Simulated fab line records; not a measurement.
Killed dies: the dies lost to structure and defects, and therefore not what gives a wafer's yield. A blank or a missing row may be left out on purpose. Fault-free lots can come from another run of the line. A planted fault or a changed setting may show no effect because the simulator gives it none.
Chamber matching -- flow n5Finfet -- N5_MOL_CONTACT_COAG_ETCH_65 on rieDiel-05: 4 sister chambers
The step etches underlayer in N2/H2, target depth 13 nm, time 10.4 s. 14 wafers are shown with their chamber, then 7 later ones without.

## EACH WAFER AND ITS CHAMBER
wafer,chamber,throttleValvePct (%),oesProductAu (a.u.),showerheadPlenumPTorr (Torr)
L075.3,1,17.77,0.65,2.53
L075.4,2,17.66,0.75,2.58
L075.5,0,18.10,0.70,2.58
L079.2,2,17.66,0.75,2.58
L079.3,0,18.11,0.69,2.58
L079.4,1,17.79,0.64,2.53
L083.1,2,17.70,0.74,2.58
L083.2,1,17.81,0.64,2.52
L083.5,3,17.86,0.68,2.57
L084.1,2,17.70,0.74,2.57
L084.3,1,17.82,0.64,2.52
L084.5,2,17.69,0.73,2.57
L088.1,0,18.16,0.69,2.57
L088.2,1,17.82,0.63,2.52

SIGNATURES (averages over the wafers above)
reading,chamber 0,chamber 1,chamber 2,chamber 3,scatter within a chamber
throttleValvePct,18.1233,17.8020,17.6820,17.8600,0.0237
oesProductAu,0.6933,0.6400,0.7420,0.6800,0.00739
showerheadPlenumPTorr,2.5767,2.5240,2.5760,2.5700,0.00554
Rule: distance of a wafer from a chamber = root of the sum over the readings of ((wafer's reading minus chamber's mean) / reading's scatter) squared. If the next closest chamber is less than 2 further off than the closest, the wafer can't be placed; otherwise it belongs to the closest. The scatter: the root of (the sum of the squares of (reading less its chamber's mean) over the shown wafers, divided by (wafers less chambers)).

## WAFERS WITH NO CHAMBER GIVEN
wafer,throttleValvePct (%),oesProductAu (a.u.),showerheadPlenumPTorr (Torr)
L088.4,17.90,0.66,2.56
L095.1,17.84,0.62,2.51
L095.3,18.18,0.68,2.56
L095.6,17.88,0.62,2.51
L097.1,17.90,0.65,2.56
L097.4,18.21,0.66,2.56
L097.6,17.91,0.66,2.56

## EACH ONE'S CHAMBER
wafer,from the rows above,in truth
L088.4,3,3
L095.1,1,1
L095.3,0,0
L095.6,1,1
L097.1,3,3
L097.4,0,0
L097.6,3,3
Correctly placed: 7 of 7. Left unplaced by these rows: 0. Wrongly placed: 0.
